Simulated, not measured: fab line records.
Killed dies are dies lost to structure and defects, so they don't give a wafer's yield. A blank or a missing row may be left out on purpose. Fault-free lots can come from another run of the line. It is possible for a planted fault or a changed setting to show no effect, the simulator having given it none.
fab line records | flow nandHarc | part 2 of 2: steps 27 to 38 of 38
record: lots: 5 | wafers: 15 | lastDay: 23
route steps=1159 shown A_ONON_D1@425 A_CHANNEL_HOLE_D1@450
lots that met no fault: taken from a fault-free run of the same line
startH: the number of hours between the record's first day and the start of the first shown wafer of the lot | waitH: time in hours since the lot's previous step | " unchanged from the row above | L1.1+2: a row that stands for several wafers | - no value, or no start given | * or withheld: withheld | < > ~ a bound
route shown NAME@n: a module of which the file shows steps, and the number in the route of the first | usual: average and standard deviation across the fault-free wafers | same: alike in all rows | chamber/n: place in a boat | sites: the reading at each site | _std_site: standard deviation of those values | _edge_site: the outer-site mean with the inner-site mean subtracted | radiusMm: for every site, how far away it sits from the centre of the wafer | mask NAME#n: copy n | behind: the last tool/chamber to shape the wafer | hold: the reason the lot was held/the length of the hold in hours/how it ended | device: transistor that didn't switch, given as n, p or np | end of line: tests run on the same wafers once the route is complete | step lacking rows: just its recipe | killed: dies lost to structure and defects at the first sort, not the wafer's yield | map: the dies of a wafer, with x for killed, . for not killed, _ for no die there
set.NAME: the setting the step ran with; set.NAME@STEP: the setting that earlier step ran with | model.NAME: the simulator's own value behind a step, which no gauge read
certain route steps with their lots: each step a table, each wafer a row
services: the hour from which a tool's chamber was out of use, counted from the record's first day as startH (under 0 if before that day), plus the number of hours and why
== steps ==
step: NHARC_A_CHANNEL_HOLE_D1_HMDS_03
recipe: timeS: 30
same: timeS: 30
lot.wafer  | tool          | chamber | startH | waitH
L079.2+4+5 | lithoTrack-06 | 0       | -      | -
L086.3+5+6 | lithoTrack-06 | 0       | -      | -
L087.2+3+6 | lithoTrack-04 | 0       | -      | -
L093.2+3+5 | lithoTrack-06 | 0       | -      | -
L094.1+5+6 | lithoTrack-01 | 0       | -      | -
step: NHARC_A_CHANNEL_HOLE_D1_COAT_36
recipe: tempC: 260 | timeS: 75
usual: plateTempC: 259.98/0.16
same: timeS: 75
lot.wafer | tool          | chamber | startH | waitH | plateTempC
L079.2    | lithoTrack-06 | 0       | -      | -     | 260.13
L079.4    | "             | 0       | "      | "     | 260.22
L079.5    | "             | 0       | "      | "     | 260.26
L086.3    | lithoTrack-06 | 0       | -      | -     | 259.83
L086.5    | "             | 0       | "      | "     | 259.84
L086.6    | "             | 0       | "      | "     | 259.64
L087.2    | lithoTrack-04 | 0       | -      | -     | 259.72
L087.3    | "             | 0       | "      | "     | 259.73
L087.6    | "             | 0       | "      | "     | 259.81
L093.2    | lithoTrack-06 | 0       | -      | -     | 260.09
L093.3    | "             | 0       | "      | "     | 260.03
L093.5    | "             | 0       | "      | "     | 260.20
L094.1    | lithoTrack-01 | 0       | -      | -     | 260.14
L094.5    | "             | 0       | "      | "     | 259.96
L094.6    | "             | 0       | "      | "     | 259.75
step: NHARC_A_CHANNEL_HOLE_D1_COAT_37
recipe: tempC: 225 | timeS: 65
usual: plateTempC: 225.02/0.16
same: timeS: 65
lot.wafer | tool          | chamber | startH | waitH | plateTempC
L079.2    | lithoTrack-06 | 0       | -      | -     | 225.21
L079.4    | "             | 0       | "      | "     | 225.10
L079.5    | "             | 0       | "      | "     | 225.16
L086.3    | lithoTrack-06 | 0       | -      | -     | 225.14
L086.5    | "             | 0       | "      | "     | 225.03
L086.6    | "             | 0       | "      | "     | 224.91
L087.2    | lithoTrack-04 | 0       | -      | -     | 225.06
L087.3    | "             | 0       | "      | "     | 224.83
L087.6    | "             | 0       | "      | "     | 225.08
L093.2    | lithoTrack-06 | 0       | -      | -     | 224.82
L093.3    | "             | 0       | "      | "     | 224.92
L093.5    | "             | 0       | "      | "     | 225.27
L094.1    | lithoTrack-01 | 0       | -      | -     | 224.73
L094.5    | "             | 0       | "      | "     | 225.24
L094.6    | "             | 0       | "      | "     | 224.93
step: NHARC_A_CHANNEL_HOLE_D1_COAT_04
recipe: spinRpm: 1500 | resistThkNm: 90
lot.wafer  | tool          | chamber | startH | waitH
L079.2+4+5 | lithoTrack-06 | 0       | -      | -
L086.3+5+6 | lithoTrack-06 | 0       | -      | -
L087.2+3+6 | lithoTrack-04 | 0       | -      | -
L093.2+3+5 | lithoTrack-06 | 0       | -      | -
L094.1+5+6 | lithoTrack-01 | 0       | -      | -
step: NHARC_A_CHANNEL_HOLE_D1_SOFTBAKE_05
recipe: tempC: 105 | timeS: 55
usual: plateTempC: 104.98/0.14
same: timeS: 55
lot.wafer | tool          | chamber | startH | waitH | plateTempC
L079.2    | lithoTrack-06 | 0       | -      | -     | 104.99
L079.4    | "             | 0       | "      | "     | 104.80
L079.5    | "             | 0       | "      | "     | 105.01
L086.3    | lithoTrack-06 | 0       | -      | -     | 105.02
L086.5    | "             | 0       | "      | "     | 104.80
L086.6    | "             | 0       | "      | "     | 104.87
L087.2    | lithoTrack-04 | 0       | -      | -     | 105.11
L087.3    | "             | 0       | "      | "     | 105.16
L087.6    | "             | 0       | "      | "     | 105.16
L093.2    | lithoTrack-06 | 0       | -      | -     | 104.79
L093.3    | "             | 0       | "      | "     | 104.71
L093.5    | "             | 0       | "      | "     | 104.77
L094.1    | lithoTrack-01 | 0       | -      | -     | 105.02
L094.5    | "             | 0       | "      | "     | 104.88
L094.6    | "             | 0       | "      | "     | 104.99
step: NHARC_A_CHANNEL_HOLE_D1_EBR_06
lot.wafer  | tool          | chamber | startH | waitH
L079.2+4+5 | lithoTrack-06 | 0       | -      | -
L086.3+5+6 | lithoTrack-06 | 0       | -      | -
L087.2+3+6 | lithoTrack-04 | 0       | -      | -
L093.2+3+5 | lithoTrack-06 | 0       | -      | -
L094.1+5+6 | lithoTrack-01 | 0       | -      | -
step: NHARC_A_CHANNEL_HOLE_D1_EXPOSE_07
recipe: na: 1.35 | targetCdNm: 100 | sigmaOuter: 0.3 | doseMj: 59.65 | maskId: HOLE_D1
usual: stageVelMmS: 499.97/0.25
same: na: 1.35
lot.wafer | tool           | chamber | startH | waitH | mask      | stageVelMmS
L079.2    | arfiScanner-03 | 0       | 203.04 | -     | HOLE_D1#0 | 500.24
L079.4    | "              | 0       | "      | "     | HOLE_D1#0 | 499.78
L079.5    | "              | 0       | "      | "     | HOLE_D1#0 | 500.34
L086.3    | arfiScanner-02 | 0       | 254.39 | -     | HOLE_D1#0 | 499.64
L086.5    | "              | 0       | "      | "     | HOLE_D1#0 | 500.40
L086.6    | "              | 0       | "      | "     | HOLE_D1#0 | 500.29
L087.2    | arfiScanner-03 | 0       | 254.54 | -     | HOLE_D1#0 | 499.65
L087.3    | "              | 0       | "      | "     | HOLE_D1#0 | 500.05
L087.6    | "              | 0       | "      | "     | HOLE_D1#0 | 500.30
L093.2    | arfiScanner-01 | 0       | 280.35 | -     | HOLE_D1#0 | 499.99
L093.3    | "              | 0       | "      | "     | HOLE_D1#0 | 499.73
L093.5    | "              | 0       | "      | "     | HOLE_D1#0 | 500.01
L094.1    | arfiScanner-02 | 0       | 292.01 | -     | HOLE_D1#0 | 499.54
L094.5    | "              | 0       | "      | "     | HOLE_D1#0 | 499.53
L094.6    | "              | 0       | "      | "     | HOLE_D1#0 | 499.73
step: NHARC_A_CHANNEL_HOLE_D1_PEB_08
recipe: pebTempC: 100 | pebTimeS: 65
usual: plateTempC: 100.03/0.12
lot.wafer | tool          | chamber | startH | waitH | plateTempC
L079.2    | lithoTrack-06 | 0       | 203.10 | 0.1   | 100.27
L079.4    | "             | 0       | "      | "     | 100.09
L079.5    | "             | 0       | "      | "     | 100.12
L086.3    | lithoTrack-01 | 0       | 254.44 | 0.0   | 100.05
L086.5    | "             | 0       | "      | "     | 99.95
L086.6    | "             | 0       | "      | "     | 100.06
L087.2    | lithoTrack-06 | 0       | 254.60 | 0.1   | 100.09
L087.3    | "             | 0       | "      | "     | 100.05
L087.6    | "             | 0       | "      | "     | 99.76
L093.2    | lithoTrack-06 | 0       | 280.41 | 0.1   | 99.88
L093.3    | "             | 0       | "      | "     | 100.05
L093.5    | "             | 0       | "      | "     | 99.92
L094.1    | lithoTrack-04 | 0       | 292.07 | 0.1   | 100.14
L094.5    | "             | 0       | "      | "     | 100.08
L094.6    | "             | 0       | "      | "     | 100.13
step: NHARC_A_CHANNEL_HOLE_D1_DEVELOP_09
recipe: developTimeS: 35 | devTempC: 23
lot.wafer  | tool          | chamber | startH | waitH
L079.2+4+5 | lithoTrack-06 | 0       | -      | -
L086.3+5+6 | lithoTrack-01 | 0       | -      | -
L087.2+3+6 | lithoTrack-06 | 0       | -      | -
L093.2+3+5 | lithoTrack-06 | 0       | -      | -
L094.1+5+6 | lithoTrack-04 | 0       | -      | -
step: NHARC_A_CHANNEL_HOLE_D1_CD_MEAS_10
recipe: targetCdNm: 100 | landingEnergyEv: 500
usual: cdNm: 99.8/0.48
lot.wafer | tool     | chamber | startH | waitH | cdNm
L079.2    | cdSem-02 | 0       | 203.18 | -     | 100.4
L079.4    | "        | 0       | "      | "     | 99.5
L079.5    | "        | 0       | "      | "     | 99.5
L086.3    | cdSem-01 | 0       | 254.53 | -     | 100.6
L086.5    | "        | 0       | "      | "     | 99.6
L086.6    | "        | 0       | "      | "     | 100.0
L087.2    | cdSem-02 | 0       | 254.69 | -     | 99.1
L087.3    | "        | 0       | "      | "     | 100.4
L087.6    | "        | 0       | "      | "     | 99.1
L093.2    | cdSem-02 | 0       | 280.49 | -     | 99.8
L093.3    | "        | 0       | "      | "     | 99.3
L093.5    | "        | 0       | "      | "     | 99.6
L094.1    | cdSem-01 | 0       | 292.15 | -     | 100.5
L094.5    | "        | 0       | "      | "     | 99.7
L094.6    | "        | 0       | "      | "     | 100.8
step: NHARC_A_CHANNEL_HOLE_D1_OVL_MEAS_11
usual: overlayXNm: 0.2/0.68 | overlayYNm: 0.2/0.97
lot.wafer | tool       | chamber | startH | waitH | overlayXNm | overlayYNm
L079.2    | overlay-02 | -       | 203.27 | -     | 0.1        | 0.6
L079.4    | "          | -       | "      | "     | 0.1        | 0.1
L079.5    | "          | -       | "      | "     | 0.3        | 0.2
L086.3    | overlay-02 | -       | 254.61 | -     | -0.5       | 1.9
L086.5    | "          | -       | "      | "     | -0.1       | 2.4
L086.6    | "          | -       | "      | "     | 0.5        | 2.2
L087.2    | overlay-01 | -       | 254.78 | -     | 0.3        | 0.4
L087.3    | "          | -       | "      | "     | 0.6        | 0.7
L087.6    | "          | -       | "      | "     | 0.6        | 0.1
L093.2    | overlay-01 | -       | 280.57 | -     | 1.4        | -0.4
L093.3    | "          | -       | "      | "     | 1.6        | 0.0
L093.5    | "          | -       | "      | "     | 1.5        | -0.1
L094.1    | overlay-02 | -       | 292.24 | -     | 0.3        | 0.5
L094.5    | "          | -       | "      | "     | 0.0        | 0.2
L094.6    | "          | -       | "      | "     | 0.6        | 0.2
step: NHARC_A_CHANNEL_HOLE_D1_INSPECT_12
usual: rawDefectCount: 5.4/2.8
lot.wafer | tool             | chamber | startH | waitH | rawDefectCount
L079.2    | defectInspect-02 | -       | 203.30 | 0.0   | 6
L079.4    | "                | -       | "      | "     | 7
L079.5    | "                | -       | "      | "     | 7
L086.3    | defectInspect-02 | -       | 254.65 | 0.0   | 4
L086.5    | "                | -       | "      | "     | 6
L086.6    | "                | -       | "      | "     | 8
L087.2    | defectInspect-01 | -       | 254.81 | 0.0   | 2
L087.3    | "                | -       | "      | "     | 6
L087.6    | "                | -       | "      | "     | 5
L093.2    | defectInspect-02 | -       | 280.61 | 0.0   | 3
L093.3    | "                | -       | "      | "     | 12
L093.5    | "                | -       | "      | "     | 9
L094.1    | defectInspect-01 | -       | 292.27 | 0.0   | 7
L094.5    | "                | -       | "      | "     | 10
L094.6    | "                | -       | "      | "     | 5
== services ==
tool           | chamber | startH | hours | kind
arfiScanner-01 | -       | 164.72 | 3.5   | repair
pecvd-02       | 0       | 166.11 | -     | clean
pecvd-02       | 1       | 166.11 | -     | clean
pecvd-02       | 2       | 166.11 | -     | clean
aclDep-02      | -       | 169.56 | 13.0  | pm
pecvdOnon-01   | -       | 195.00 | 13.0  | pm
pecvd-03       | -       | 199.33 | 0.5   | repair
arfiScanner-03 | -       | 201.57 | 1.0   | repair
arfiScanner-01 | -       | 209.93 | 4.0   | pm
pecvd-01       | 1       | 211.18 | 4.8   | repair
arfiScanner-01 | -       | 214.29 | 0.7   | repair
aclDep-03      | -       | 224.73 | 13.0  | pm
pecvdOnon-04   | -       | 237.00 | 13.0  | pm
pecvd-01       | -       | 237.10 | 13.0  | pm
pecvd-01       | 0       | 237.10 | 13.0  | ventCycle
pecvd-01       | 1       | 237.10 | 13.0  | ventCycle
pecvd-02       | 0       | 237.98 | 7.2   | repair
arfiScanner-03 | -       | 240.58 | 0.8   | repair
arfiScanner-01 | -       | 250.67 | 6.0   | repair
arfiScanner-02 | -       | 256.00 | 4.0   | pm
lithoTrack-06  | -       | 257.15 | -     | consumableReplace:filter
lithoTrack-01  | -       | 268.01 | 7.0   | pm
pecvd-01       | 0       | 273.46 | 5.9   | repair
lithoTrack-06  | -       | 292.00 | 7.0   | pm
